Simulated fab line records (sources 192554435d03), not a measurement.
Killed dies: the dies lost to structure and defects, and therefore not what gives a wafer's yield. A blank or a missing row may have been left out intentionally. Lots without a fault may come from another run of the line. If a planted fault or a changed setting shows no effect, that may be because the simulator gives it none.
fab line records	flow n5_finfet
[record] lots = 24	wafers = 72	last_day = 22
route steps=1938 shown BEOL_M5@1185 BEOL_M6@1210 BEOL_M7@1265
lots that met no fault: taken from a fault-free run of the same line
start_h: hours from the record's opening day to when the first of the lot's shown wafers began	wait_h: hours since the lot's step before	" unchanged from the row above	L1.1+2: several wafers, shown together as one row	- either no value or no given start	* or withheld: withheld	< > ~ a bound
route shown NAME@n: names a module that has steps shown in the file, with the first one's number in the route	usual: the fault-free wafers' mean and standard deviation	same: alike in all rows	chamber/n: place in a boat	sites: the reading at each site	_std_site: standard deviation of those values	_edge_site: inner sites' mean taken away from outer sites' mean	radius_mm: how far each site lies from the wafer's centre	mask NAME#n: copy n	behind: tool/chamber where the wafer was last shaped	hold: what put the lot on hold/how long, in hours/how the hold closed	device: the transistor (n, p or np) that didn't switch	end of line: the tests these same wafers got at the end of their route	step lacking rows: just its recipe	killed: dies that structure and defects cost at the first sort, which is not the same as the wafer's yield	map: a wafer's dies, x killed, . not, _ none there
set.NAME: the run value of the setting; set.NAME@STEP: its run value at that earlier step	model.NAME: the simulator's own value behind a step, which no gauge read
the route's steps for a sample of lots (tables are steps, rows are wafers)
services: a tool's chamber out of use, with start hour (start_h, from the record's first day; less than 0 if before it), hours out, and reason
[[steps]]
[step N5_BEOL_M5_ANNEAL_51]
[recipe] temp_c = 225	time_s = 90	ambient = N2
[usual] wafer_temp_C_max = 226.14/0.26
lot.wafer	tool	chamber	start_h	wait_h	wafer_temp_C_max
L074.1	rtp_anneal-02	0	209.69	0.1	226.15
L074.3	"	0	"	"	225.96
L074.5	"	0	"	"	226.14
L075.2	rtp_anneal-01	0	222.90	0.1	226.06
L075.4	"	0	"	"	226.34
L075.5	"	0	"	"	225.85
L077.1	rtp_anneal-01	0	231.35	0.1	226.08
L077.4	"	0	"	"	226.11
L077.6	"	0	"	"	226.43
L076.4	rtp_anneal-01	0	240.29	0.2	226.11
L076.5	"	0	"	"	226.42
L076.6	"	0	"	"	226.37
L078.4	rtp_anneal-01	0	252.44	0.2	226.74
L078.5	"	0	"	"	226.58
L078.6	"	0	"	"	225.97
L079.1	rtp_anneal-02	0	263.59	0.1	225.86
L079.3	"	0	"	"	225.69
L079.4	"	0	"	"	226.22
L080.3	rtp_anneal-02	0	268.73	0.1	226.43
L080.4	"	0	"	"	226.50
L080.5	"	0	"	"	226.49
L081.1	rtp_anneal-01	0	303.03	0.1	226.04
L081.2	"	0	"	"	226.08
L081.4	"	0	"	"	226.18
L083.2	rtp_anneal-01	0	323.91	0.1	225.78
L083.3	"	0	"	"	225.99
L083.4	"	0	"	"	226.27
L084.4	rtp_anneal-01	0	331.75	0.2	226.16
L084.5	"	0	"	"	226.04
L084.6	"	0	"	"	226.49
L085.1	rtp_anneal-02	0	338.51	0.1	225.65
L085.2	"	0	"	"	225.65
L085.6	"	0	"	"	226.17
L086.3	rtp_anneal-01	0	348.48	0.1	226.58
L086.5	"	0	"	"	226.36
L086.6	"	0	"	"	226.16
L087.2	rtp_anneal-01	0	359.15	0.1	226.10
L087.4	"	0	"	"	226.35
L087.6	"	0	"	"	226.61
L090.3	rtp_anneal-02	0	362.43	0.3	226.03
L090.5	"	0	"	"	226.15
L090.6	"	0	"	"	225.98
L088.2	rtp_anneal-01	0	368.07	0.1	226.34
L088.5	"	0	"	"	225.86
L088.6	"	0	"	"	226.03
L095.4	rtp_anneal-02	0	382.13	0.2	226.23
L095.5	"	0	"	"	225.96
L095.6	"	0	"	"	225.90
L097.3	rtp_anneal-02	0	384.83	0.1	226.13
L097.4	"	0	"	"	225.57
L097.5	"	0	"	"	226.01
L091.1	rtp_anneal-01	0	387.55	0.1	225.98
L091.2	"	0	"	"	226.20
L091.3	"	0	"	"	226.15
L092.1	rtp_anneal-02	0	395.54	0.1	225.89
L092.2	"	0	"	"	225.73
L092.5	"	0	"	"	225.86
L093.1	rtp_anneal-01	0	404.34	0.1	226.09
L093.4	"	0	"	"	225.96
L093.5	"	0	"	"	225.85
L094.1	rtp_anneal-02	0	404.94	0.1	225.79
L094.5	"	0	"	"	225.82
L094.6	"	0	"	"	226.36
L089.1	rtp_anneal-02	0	405.25	0.1	226.25
L089.2	"	0	"	"	226.23
L089.3	"	0	"	"	225.88
L082.1	rtp_anneal-02	0	414.69	0.1	225.72
L082.3	"	0	"	"	225.97
L082.6	"	0	"	"	225.76
L096.3	rtp_anneal-01	0	414.91	0.1	226.32
L096.4	"	0	"	"	226.20
L096.6	"	0	"	"	226.29
[step N5_BEOL_M6_DESCUM_16]
[recipe] chemistry = O2	time_s = 7.9	source_power_w = 50	bias_power_w = 20	pressure_mtorr = 20	rf_frequency_hz = 2.712e+07	temp_c = 40	resist = CAR-ArF	o2_flow_sccm = 225
[usual] drypump_motor_current_A = 5.6/0.36	oes_product_au = 0.81/0.094	rf_vpp_V = 243.4/1.6	showerhead_plenum_p_Torr = 2.11/0.083	throttle_valve_pct = 20.44/0.18
lot.wafer	tool	chamber	start_h	wait_h	drypump_motor_current_A	oes_product_au	rf_hours_counter_h	rf_vpp_V	showerhead_plenum_p_Torr	throttle_valve_pct
L074.1	rie_diel-04	3	211.89	0.0	5.1	0.68	250	244.3	2.15	20.68
L074.3	"	0	"	"	6.1	0.94	15	244.9	2.23	20.27
L074.5	"	0	"	"	6.1	0.94	-	246.1	2.23	20.27
L075.2	rie_diel-04	1	225.79	0.0	5.5	0.87	60	243.1	2.03	20.58
L075.4	"	1	"	"	5.5	0.87	-	240.8	2.03	20.57
L075.5	"	2	"	"	5.2	0.68	-	243.8	2.05	20.53
L077.1	rie_diel-02	1	234.18	0.0	5.8	0.72	184	243.4	2.17	20.45
L077.4	"	0	"	"	5.6	0.70	211	242.0	1.99	20.39
L077.6	"	1	"	"	5.8	0.73	-	243.7	2.17	20.45
L076.4	rie_diel-04	1	244.68	0.0	5.6	0.86	66	241.5	2.03	20.58
L076.5	"	0	"	"	6.1	0.92	-	244.8	2.22	20.28
L076.6	"	3	"	"	5.1	0.98	-	243.8	2.15	20.31
L078.4	rie_diel-02	1	256.29	0.0	5.7	0.71	191	245.9	2.17	20.46
L078.5	"	2	"	"	5.7	0.77	-	245.9	2.18	20.52
L078.6	"	1	"	"	5.7	0.72	-	245.1	2.17	20.46
L079.1	rie_diel-05	1	266.26	0.0	5.4	0.88	28	245.2	2.23	20.20
L079.3	"	3	"	"	6.6	0.69	217	244.1	2.16	20.63
L079.4	"	3	"	"	6.6	0.68	-	243.6	2.16	20.64
L080.3	rie_diel-04	3	271.68	0.0	5.1	0.96	13	243.9	2.15	20.30
L080.4	"	0	"	"	6.1	0.90	35	244.9	2.22	20.27
L080.5	"	1	"	"	5.5	0.85	-	242.3	2.03	20.57
L081.1	rie_diel-04	0	307.01	0.0	6.1	0.87	46	245.8	2.22	20.29
L081.2	"	3	"	"	5.1	0.92	25	242.9	2.14	20.33
L081.4	"	0	"	"	6.1	0.87	-	244.9	2.22	20.29
L083.2	rie_diel-04	2	326.85	0.0	5.2	0.97	4	242.7	2.05	20.11
L083.3	"	0	"	"	6.1	0.88	50	243.0	2.21	20.29
L083.4	"	3	"	"	5.1	0.91	30	244.6	2.14	20.35
L084.4	rie_diel-02	1	335.20	0.2	5.7	0.69	216	244.3	2.16	20.48
L084.5	"	0	"	"	5.6	0.68	-	240.4	1.98	20.44
L084.6	"	3	"	"	5.6	0.72	-	240.4	1.99	20.72
L085.1	rie_diel-02	3	342.38	0.0	5.6	0.73	197	240.3	1.99	20.70
L085.2	"	0	"	"	5.6	0.68	243	241.3	1.98	20.45
L085.6	"	1	"	"	5.7	0.70	-	244.1	2.16	20.51
L086.3	rie_diel-04	0	350.67	0.0	6.1	0.86	58	244.8	2.21	20.30
L086.5	"	0	"	"	6.1	0.86	-	246.1	2.21	20.31
L086.6	"	3	"	"	5.1	0.90	-	242.8	2.14	20.37
L087.2	rie_diel-04	2	361.46	0.0	5.2	0.93	15	241.3	2.04	20.10
L087.4	"	1	"	"	5.6	0.82	101	240.9	2.02	20.63
L087.6	"	2	"	"	5.2	0.92	-	243.4	2.04	20.13
L090.3	rie_diel-04	1	364.90	0.0	5.5	0.81	101	242.6	2.02	20.64
L090.5	"	3	"	"	5.1	0.91	-	243.0	2.14	20.36
L090.6	"	0	"	"	6.1	0.85	-	245.2	2.21	20.31
L088.2	rie_diel-04	1	372.44	0.1	5.5	0.82	103	242.0	2.02	20.65
L088.5	"	1	"	"	5.6	0.82	-	241.2	2.02	20.64
L088.6	"	2	"	"	5.1	0.93	-	242.6	2.04	20.12
L095.4	rie_diel-02	1	385.24	0.0	5.8	0.69	-	244.1	2.15	20.54
L095.5	"	3	"	"	5.6	0.72	-	241.3	1.99	20.73
L095.6	"	2	"	"	5.7	0.75	-	244.8	2.17	20.60
L097.3	rie_diel-02	1	387.94	0.1	5.8	0.68	235	245.4	2.15	20.52
L097.4	"	1	"	"	5.8	0.69	-	243.6	2.15	20.52
L097.5	"	2	"	"	5.7	0.74	-	245.1	2.17	20.59
L091.1	rie_diel-02	0	390.84	0.1	5.6	0.99	0	245.3	2.24	20.09
L091.2	"	3	"	"	5.6	0.71	215	242.6	1.99	20.73
L091.3	"	1	"	"	5.7	0.68	236	245.8	2.15	20.53
L092.1	rie_diel-04	3	399.21	0.0	5.1	0.89	50	243.3	2.13	20.36
L092.2	"	1	"	"	5.6	0.80	113	243.7	2.01	20.66
L092.5	"	1	"	"	5.6	0.80	-	242.7	2.01	20.66
L093.1	rie_diel-05	0	409.31	0.0	6.3	0.82	75	244.6	2.12	20.45
L093.4	"	0	"	"	6.3	0.82	-	243.4	2.12	20.47
L093.5	"	2	"	"	5.7	0.87	-	243.2	2.13	20.46
L094.1	rie_diel-02	2	409.47	0.0	5.7	0.74	173	244.8	2.16	20.59
L094.5	"	3	"	"	5.6	0.71	-	240.4	1.98	20.74
L094.6	"	0	"	"	5.6	0.98	-	245.0	2.24	20.09
L089.1	rie_diel-02	1	409.91	0.3	5.8	0.69	240	244.0	2.15	20.54
L089.2	"	0	"	"	5.6	0.97	5	244.9	2.24	20.09
L089.3	"	3	"	"	5.6	0.71	220	241.7	1.98	20.72
L082.1	rie_diel-05	0	417.31	0.0	6.3	0.81	79	243.9	2.12	20.45
L082.3	"	2	"	"	5.8	0.86	37	244.4	2.13	20.46
L082.6	"	2	"	"	5.8	0.87	-	244.3	2.13	20.47
L096.3	rie_diel-05	1	419.37	0.5	5.4	0.84	71	244.3	2.21	20.28
L096.4	"	2	"	"	5.7	0.87	-	244.0	2.13	20.45
L096.6	"	1	"	"	5.4	0.83	-	244.3	2.21	20.28
[step N5_BEOL_M6_SURFACE_TREAT_79]
[recipe] gas = Ar	time_s = *	ion_energy_ev = *	ion_current_ma_cm2 = 0.5	pressure_mtorr = *	ar_flow_sccm = 30
[usual] throttle_valve_pct = *
lot.wafer	tool	chamber	start_h	wait_h	throttle_valve_pct
L074.1	pvd_sputter-01	-	214.27	0.2	*
L074.3	"	-	"	"	*
L074.5	"	-	"	"	*
L075.2	pvd_sputter-02	-	232.47	0.2	*
L075.4	"	-	"	"	*
L075.5	"	-	"	"	*
L077.1	pvd_sputter-01	-	241.79	0.2	*
L077.4	"	-	"	"	*
L077.6	"	-	"	"	*
L076.4	pvd_sputter-02	-	253.26	0.2	*
L076.5	"	-	"	"	*
L076.6	"	-	"	"	*
L078.4	pvd_sputter-01	-	264.05	0.3	*
L078.5	"	-	"	"	*
L078.6	"	-	"	"	*
L079.1	pvd_sputter-01	-	269.32	0.2	*
L079.3	"	-	"	"	*
L079.4	"	-	"	"	*
L080.3	pvd_sputter-01	-	279.56	0.2	*
L080.4	"	-	"	"	*
L080.5	"	-	"	"	*
L081.1	pvd_sputter-01	-	313.15	0.6	*
L081.2	"	-	"	"	*
L081.4	"	-	"	"	*
L083.2	pvd_sputter-02	-	332.24	0.4	*
L083.3	"	-	"	"	*
L083.4	"	-	"	"	*
L084.4	pvd_sputter-01	-	339.29	0.3	*
L084.5	"	-	"	"	*
L084.6	"	-	"	"	*
L085.1	pvd_sputter-02	-	346.80	0.2	*
L085.2	"	-	"	"	*
L085.6	"	-	"	"	*
L086.3	pvd_sputter-02	-	353.89	0.3	*
L086.5	"	-	"	"	*
L086.6	"	-	"	"	*
L087.2	pvd_sputter-01	-	364.88	0.4	*
L087.4	"	-	"	"	*
L087.6	"	-	"	"	*
L090.3	pvd_sputter-01	-	368.42	0.2	*
L090.5	"	-	"	"	*
L090.6	"	-	"	"	*
L088.2	pvd_sputter-01	-	377.41	0.3	*
L088.5	"	-	"	"	*
L088.6	"	-	"	"	*
L095.4	pvd_sputter-01	-	389.60	0.8	*
L095.5	"	-	"	"	*
L095.6	"	-	"	"	*
L097.3	pvd_sputter-02	-	390.52	0.2	*
L097.4	"	-	"	"	*
L097.5	"	-	"	"	*
L091.1	pvd_sputter-01	-	395.89	0.3	*
L091.2	"	-	"	"	*
L091.3	"	-	"	"	*
L092.1	pvd_sputter-02	-	406.22	0.2	*
L092.2	"	-	"	"	*
L092.5	"	-	"	"	*
L094.1	pvd_sputter-03	-	416.40	0.3	*
L094.5	"	-	"	"	*
L094.6	"	-	"	"	*
L093.1	pvd_sputter-01	-	416.49	0.2	*
L093.4	"	-	"	"	*
L093.5	"	-	"	"	*
L089.1	pvd_sputter-03	-	418.36	1.6	*
L089.2	"	-	"	"	*
L089.3	"	-	"	"	*
L082.1	pvd_sputter-03	-	421.08	0.2	*
L082.3	"	-	"	"	*
L082.6	"	-	"	"	*
L096.3	pvd_sputter-02	-	422.31	0.2	*
L096.4	"	-	"	"	*
L096.6	"	-	"	"	*
[step N5_BEOL_M7_THK_MEAS_01]
[recipe] reads = SiCOH_lowk_of_BEOL_M7_ILD_DEP_00
[usual] M7_ILD_THK = 155.1/1.9
lot.wafer	tool	chamber	start_h	wait_h	M7_ILD_THK[nm]
L074.1	film_metro-01	-	216.10	0.4	154.5
L074.3	"	-	"	"	154.6
L074.5	"	-	"	"	155.5
L075.2	film_metro-01	-	234.38	0.4	153.0
L075.4	"	-	"	"	156.6
L075.5	"	-	"	"	158.6
L077.1	film_metro-02	-	245.74	0.8	154.1
L077.4	"	-	"	"	155.9
L077.6	"	-	"	"	156.4
L076.4	film_metro-01	-	255.19	0.2	155.1
L076.5	"	-	"	"	156.0
L076.6	"	-	"	"	154.4
L078.4	film_metro-01	-	267.09	0.2	156.7
L078.5	"	-	"	"	157.2
L078.6	"	-	"	"	156.4
L079.1	film_metro-02	-	272.65	0.4	154.9
L079.3	"	-	"	"	153.0
L079.4	"	-	"	"	158.4
L080.3	film_metro-02	-	281.31	0.3	154.8
L080.4	"	-	"	"	158.7
L080.5	"	-	"	"	156.3
L081.1	film_metro-01	-	315.23	0.4	153.4
L081.2	"	-	"	"	154.1
L081.4	"	-	"	"	155.5
L083.2	film_metro-02	-	335.81	0.4	152.0
L083.3	"	-	"	"	153.0
L083.4	"	-	"	"	154.0
L084.4	film_metro-01	-	341.35	0.2	158.4
L084.5	"	-	"	"	155.6
L084.6	"	-	"	"	158.0
L085.1	film_metro-01	-	348.63	0.4	150.9
L085.2	"	-	"	"	152.5
L085.6	"	-	"	"	156.5
L086.3	film_metro-02	-	356.02	0.3	155.4
L086.5	"	-	"	"	157.1
L086.6	"	-	"	"	154.0
L087.2	film_metro-02	-	368.33	0.4	154.5
L087.4	"	-	"	"	155.7
L087.6	"	-	"	"	155.8
L090.3	film_metro-01	-	370.31	0.3	154.2
L090.5	"	-	"	"	155.8
L090.6	"	-	"	"	155.9
L088.2	film_metro-01	-	380.59	0.4	154.1
L088.5	"	-	"	"	155.8
L088.6	"	-	"	"	154.8
L095.4	film_metro-02	-	391.50	0.2	154.1
L095.5	"	-	"	"	154.6
L095.6	"	-	"	"	155.5
L097.3	film_metro-01	-	392.30	0.3	155.8
L097.4	"	-	"	"	156.8
L097.5	"	-	"	"	155.7
L091.1	film_metro-01	-	397.93	0.4	151.3
L091.2	"	-	"	"	151.4
L091.3	"	-	"	"	154.0
L092.1	film_metro-02	-	410.21	0.4	154.7
L092.2	"	-	"	"	153.6
L092.5	"	-	"	"	156.8
L094.1	film_metro-01	-	419.06	0.4	154.2
L094.5	"	-	"	"	156.7
L094.6	"	-	"	"	159.0
L093.1	film_metro-02	-	419.89	0.4	155.4
L093.4	"	-	"	"	159.5
L093.5	"	-	"	"	159.2
L089.1	film_metro-02	-	420.15	0.4	156.7
L089.2	"	-	"	"	154.2
L089.3	"	-	"	"	156.7
L082.1	film_metro-01	-	422.94	0.4	152.6
L082.3	"	-	"	"	153.4
L082.6	"	-	"	"	153.0
L096.3	film_metro-02	-	425.97	0.3	155.1
L096.4	"	-	"	"	156.0
L096.6	"	-	"	"	155.3
[step N5_BEOL_M7_DESCUM_16]
[recipe] chemistry = O2	time_s = 7.9	source_power_w = 50	bias_power_w = 20	pressure_mtorr = 20	rf_frequency_hz = 2.712e+07	temp_c = 40	resist = CAR-ArF	o2_flow_sccm = 225
[usual] drypump_motor_current_A = 5.8/0.34	oes_product_au = 0.83/0.073	rf_vpp_V = 243.4/1.3	showerhead_plenum_p_Torr = 2.11/0.069	throttle_valve_pct = 20.40/0.22
lot.wafer	tool	chamber	start_h	wait_h	drypump_motor_current_A	oes_product_au	rf_hours_counter_h	rf_vpp_V	showerhead_plenum_p_Torr	throttle_valve_pct
L074.1	rie_diel-01	0	217.01	0.0	5.4	0.92	22	242.3	2.05	20.39
L074.3	"	1	"	"	5.7	0.70	248	242.3	1.97	20.70
L074.5	"	0	"	"	5.4	0.91	-	243.5	2.05	20.39
L075.2	rie_diel-01	0	235.07	0.0	5.4	0.90	27	241.6	2.05	20.39
L075.4	"	0	"	"	5.4	0.90	-	242.7	2.05	20.39
L075.5	"	2	"	"	5.7	0.82	-	243.8	2.12	20.68
L077.1	rie_diel-01	0	247.82	0.0	5.4	0.89	31	243.6	2.05	20.40
L077.4	"	2	"	"	5.7	0.80	92	243.1	2.11	20.68
L077.6	"	1	"	"	5.6	1.02	-	245.3	2.24	20.37
L076.4	rie_diel-01	0	256.64	0.0	5.4	0.89	-	241.2	2.05	20.39
L076.5	"	3	"	"	6.1	0.87	-	243.1	2.13	20.34
L076.6	"	1	"	"	5.6	0.98	-	246.0	2.24	20.36
L078.4	rie_diel-01	3	267.77	0.0	6.1	0.86	55	243.9	2.13	20.33
L078.5	"	0	"	"	5.4	0.88	-	243.2	2.04	20.41
L078.6	"	3	"	"	6.0	0.86	-	245.0	2.13	20.32
L079.1	rie_diel-01	0	275.90	0.0	5.4	0.88	39	242.8	2.04	20.40
L079.3	"	1	"	"	5.6	0.95	9	244.7	2.23	20.37
L079.4	"	3	"	"	6.0	0.86	57	243.4	2.13	20.33
L080.3	rie_diel-06	3	282.26	0.0	5.8	0.67	258	240.1	1.97	20.30
L080.4	"	2	"	"	5.5	0.78	-	244.3	2.10	20.39
L080.5	"	3	"	"	5.8	0.66	-	241.1	1.97	20.31
L081.1	rie_diel-01	2	317.96	0.1	5.7	0.79	106	242.6	2.11	20.70
L081.2	"	0	"	"	5.4	0.86	50	241.2	2.04	20.43
L081.4	"	1	"	"	5.7	0.92	16	245.3	2.23	20.40
L083.2	rie_diel-06	2	339.07	0.0	5.5	0.77	148	244.2	2.10	20.41
L083.3	"	1	"	"	6.3	0.89	48	240.7	2.04	20.47
L083.4	"	0	"	"	6.5	0.73	186	245.0	2.17	20.47
L084.4	rie_diel-03	3	342.94	0.0	6.2	0.77	144	242.3	2.00	20.26
L084.5	"	1	"	"	5.2	0.96	-	243.6	2.14	19.93
L084.6	"	2	"	"	5.8	0.79	-	243.8	2.11	20.43
L085.1	rie_diel-01	0	350.02	0.2	5.4	0.86	55	240.7	2.04	20.43
L085.2	"	1	"	"	5.6	0.92	23	244.9	2.23	20.41
L085.6	"	2	"	"	5.7	0.79	-	243.4	2.11	20.71
L086.3	rie_diel-03	2	357.78	0.0	5.9	0.79	102	243.8	2.11	20.43
L086.5	"	1	"	"	5.2	0.95	-	242.3	2.14	19.92
L086.6	"	2	"	"	5.9	0.78	-	242.0	2.11	20.42
L087.2	rie_diel-06	0	372.04	0.0	6.5	0.72	192	244.6	2.17	20.48
L087.4	"	1	"	"	6.3	0.86	53	241.9	2.04	20.49
L087.6	"	2	"	"	5.5	0.75	-	242.0	2.10	20.42
L090.3	rie_diel-06	2	372.72	0.2	5.5	0.76	155	243.1	2.10	20.43
L090.5	"	2	"	"	5.5	0.75	-	245.3	2.10	20.43
L090.6	"	3	"	"	5.8	0.92	-	245.5	2.23	19.94
L088.2	rie_diel-03	0	381.58	0.5	6.0	0.81	96	242.9	2.04	20.69
L088.5	"	1	"	"	5.2	0.93	-	243.2	2.14	19.92
L088.6	"	3	"	"	6.2	0.75	-	241.6	2.00	20.29
L095.4	rie_diel-01	0	395.26	0.0	5.4	0.84	65	242.3	2.03	20.44
L095.5	"	1	"	"	5.6	0.89	-	247.4	2.22	20.41
L095.6	"	2	"	"	5.7	0.78	-	243.6	2.10	20.71
L097.3	rie_diel-01	1	395.51	0.1	5.6	0.89	33	244.6	2.22	20.40
L097.4	"	2	"	"	5.7	0.77	123	242.5	2.10	20.72
L097.5	"	3	"	"	6.1	0.83	-	242.8	2.12	20.36
L091.1	rie_diel-06	1	399.43	0.3	6.3	0.86	59	243.6	2.04	20.49
L091.2	"	3	"	"	5.8	0.91	18	246.2	2.23	19.95
L091.3	"	0	"	"	6.5	0.72	198	243.6	2.17	20.50
L092.1	rie_diel-03	0	415.15	0.0	6.0	0.80	104	242.3	2.03	20.71
L092.2	"	2	"	"	5.9	0.77	114	243.9	2.10	20.44
L092.5	"	0	"	"	6.0	0.80	-	242.4	2.03	20.72
L094.1	rie_diel-01	3	420.05	0.5	6.1	0.81	90	242.4	2.12	20.37
L094.5	"	3	"	"	6.1	0.83	-	244.0	2.12	20.37
L094.6	"	0	"	"	5.4	0.83	-	241.3	2.03	20.47
L093.1	rie_diel-01	2	421.56	0.1	5.7	0.76	132	243.1	2.10	20.71
L093.4	"	3	"	"	6.0	0.82	91	245.1	2.12	20.38
L093.5	"	2	"	"	5.7	0.76	-	242.2	2.10	20.72
L089.1	rie_diel-06	0	422.04	0.0	6.5	0.73	203	244.4	2.17	20.51
L089.2	"	3	"	"	5.8	0.91	23	243.7	2.22	19.95
L089.3	"	2	"	"	5.5	0.75	165	243.0	2.09	20.43
L082.1	rie_diel-03	1	426.65	0.0	5.2	0.91	26	244.5	2.13	19.95
L082.3	"	3	"	"	6.2	0.74	164	241.7	2.00	20.31
L082.6	"	0	"	"	6.0	0.79	-	242.7	2.03	20.71
L096.3	rie_diel-01	1	426.69	0.0	5.7	0.88	43	245.0	2.22	20.44
L096.4	"	2	"	"	5.7	0.77	133	241.5	2.10	20.71
L096.6	"	3	"	"	6.0	0.83	-	244.1	2.12	20.38
[step N5_BEOL_M7_HM_OPEN_17]
[recipe] chemistry = Cl2/BCl3	target_depth_a = 200	overetch_a = 60	target = TiN	mask_material = SOC	ion_energy_ev = 150	pressure_mtorr = 10	icp_w = 1000	bias_w = 126	Cl2_flow_sccm = 53.25	bcl3_flow_sccm = 21.75	Ar_flow_sccm = 25
[usual] bcl3_flow_sccm = 21.75/0.065	drypump_motor_current_A = 5.67/0.28	oes_product_au = 0.69/0.099	throttle_valve_pct = 22.09/0.16
lot.wafer	tool	chamber	start_h	wait_h	bcl3_flow_sccm	drypump_motor_current_A	oes_product_au	rf_hours_counter_h	throttle_valve_pct
L074.1	rie_metal-01	1	217.29	0.0	21.80	5.89	0.55	94	22.33
L074.3	"	1	"	"	21.67	5.88	0.56	-	22.34
L074.5	"	0	"	"	21.84	5.56	0.56	-	22.07
L075.2	rie_metal-01	0	235.35	0.0	21.63	5.56	0.56	101	22.06
L075.4	"	0	"	"	21.69	5.54	0.56	-	22.06
L075.5	"	0	"	"	21.67	5.53	0.56	-	22.08
L077.1	rie_metal-02	0	248.10	0.0	21.64	6.26	0.67	46	22.16
L077.4	"	1	"	"	21.87	5.67	0.83	-	22.02
L077.6	"	1	"	"	21.78	5.68	0.83	-	22.03
L076.4	rie_metal-03	1	256.93	0.1	21.70	5.44	0.69	-	22.17
L076.5	"	0	"	"	21.69	5.34	0.57	-	22.10
L076.6	"	1	"	"	21.74	5.43	0.68	-	22.20
L078.4	rie_metal-02	0	268.07	0.1	21.67	6.19	0.65	-	22.17
L078.5	"	0	"	"	21.78	6.22	0.65	-	22.17
L078.6	"	1	"	"	21.84	5.68	0.80	-	22.04
L079.1	rie_metal-03	0	276.18	0.0	21.77	5.34	0.57	90	22.09
L079.3	"	0	"	"	21.83	5.33	0.57	-	22.09
L079.4	"	1	"	"	21.74	5.44	0.68	-	22.20
L080.3	rie_metal-01	0	282.57	0.1	21.77	5.56	0.56	-	22.06
L080.4	"	1	"	"	21.82	5.86	0.55	-	22.34
L080.5	"	0	"	"	21.76	5.56	0.56	-	22.06
L081.1	rie_metal-02	0	318.24	0.0	21.79	6.27	0.64	51	22.19
L081.2	"	1	"	"	21.76	5.66	0.79	5	22.01
L081.4	"	1	"	"	21.67	5.66	0.79	-	22.05
L083.2	rie_metal-03	0	339.35	0.0	21.66	5.33	0.56	95	22.12
L083.3	"	1	"	"	21.69	5.44	0.67	-	22.21
L083.4	"	0	"	"	21.78	5.35	0.56	-	22.11
L084.4	rie_metal-01	0	343.24	0.1	21.79	5.56	0.82	-	21.81
L084.5	"	1	"	"	21.73	5.89	0.54	-	22.36
L084.6	"	0	"	"	21.81	5.55	0.83	-	21.81
L085.1	rie_metal-02	0	350.30	0.0	21.77	6.26	0.64	54	22.19
L085.2	"	1	"	"	21.69	5.69	0.78	8	22.04
L085.6	"	1	"	"	21.74	5.67	0.77	-	22.05
L086.3	rie_metal-03	0	358.08	0.1	21.69	5.31	0.56	-	22.12
L086.5	"	0	"	"	21.71	5.32	0.56	-	22.11
L086.6	"	1	"	"	21.91	5.44	0.67	-	22.19
L087.2	rie_metal-02	1	372.32	0.0	21.75	5.67	0.77	10	22.03
L087.4	"	1	"	"	21.67	5.65	0.76	-	22.05
L087.6	"	0	"	"	21.82	6.21	0.65	-	22.18
L090.3	rie_metal-01	0	373.06	0.1	21.92	5.56	0.81	-	21.79
L090.5	"	0	"	"	21.78	5.57	0.80	-	21.81
L090.6	"	0	"	"	21.77	5.56	0.80	-	21.79
L088.2	rie_metal-01	0	381.86	0.0	21.71	5.56	0.79	4	21.81
L088.5	"	1	"	"	21.78	5.86	0.83	-	22.06
L088.6	"	0	"	"	21.77	5.55	0.79	-	21.81
L095.4	rie_metal-02	1	395.56	0.1	21.73	5.65	0.77	-	22.04
L095.5	"	0	"	"	21.67	6.26	0.64	-	22.18
L095.6	"	1	"	"	21.76	5.68	0.77	-	22.03
L097.3	rie_metal-03	1	395.82	0.1	21.77	5.45	0.66	-	22.20
L097.4	"	0	"	"	21.75	5.31	0.56	-	22.13
L097.5	"	1	"	"	21.68	5.45	0.66	-	22.23
L091.1	rie_metal-01	0	399.71	0.0	21.69	5.53	0.79	5	21.82
L091.2	"	1	"	"	21.83	5.88	0.81	1	22.06
L091.3	"	0	"	"	21.62	5.53	0.79	-	21.80
L092.1	rie_metal-03	1	415.43	0.0	21.83	5.44	0.66	54	22.21
L092.2	"	1	"	"	21.73	5.45	0.66	-	22.21
L092.5	"	1	"	"	21.72	5.45	0.66	-	22.21
L094.1	rie_metal-01	0	420.33	0.0	21.75	5.55	0.78	7	21.81
L094.5	"	0	"	"	21.83	5.54	0.79	-	21.82
L094.6	"	1	"	"	21.66	5.90	0.79	-	22.04
L093.1	rie_metal-03	1	421.84	0.0	21.74	5.45	0.65	55	22.22
L093.4	"	1	"	"	21.68	5.45	0.64	-	22.23
L093.5	"	1	"	"	21.64	5.46	0.65	-	22.25
L089.1	rie_metal-01	0	422.31	0.0	21.63	5.55	0.79	7	21.82
L089.2	"	1	"	"	21.76	5.89	0.80	3	22.05
L089.3	"	1	"	"	21.78	5.87	0.79	-	22.07
L082.1	rie_metal-01	0	426.93	0.0	21.72	5.55	0.79	8	21.79
L082.3	"	0	"	"	21.81	5.54	0.79	-	21.82
L082.6	"	1	"	"	21.78	5.89	0.80	-	22.02
L096.3	rie_metal-03	0	427.00	0.1	21.71	5.31	0.83	-	21.93
L096.4	"	1	"	"	21.81	5.45	0.65	-	22.22
L096.6	"	1	"	"	21.61	5.46	0.65	-	22.22
[[services]]
tool	chamber	start_h	hours	kind
rtp_anneal-02	-	188.01	0.9	repair
rie_diel-01	0	189.86	5.1	repair
rtp_anneal-01	-	206.08	1.2	pm
rie_diel-01	2	208.89	1.8	repair
rie_metal-02	0	219.53	1.3	repair
rie_diel-01	-	225.35	2.8	pm
rie_metal-01	-	228.73	0.3	repair
rie_diel-02	-	238.40	0.2	repair
rie_diel-02	0	251.28	2.0	repair
rie_diel-01	2	254.21	11.8	repair
rie_metal-02	-	259.57	1.4	pm
rie_diel-06	3	270.58	2.7	repair
pvd_sputter-03	-	273.75	1.9	repair
rie_metal-02	1	291.93	7.4	repair
rie_metal-01	-	300.39	1.4	pm
rie_diel-01	0	323.77	1.3	repair
rie_diel-05	1	333.99	5.9	repair
rie_diel-02	3	335.79	4.6	repair
rie_diel-04	3	382.33	7.4	repair
rie_diel-04	0	393.93	4.7	repair
rie_diel-04	0	401.55	15.5	repair
rie_metal-01	-	405.32	0.6	repair
rie_diel-02	0	421.32	2.2	repair
rie_diel-01	-	424.75	0.6	repair
[[key]]
fault none
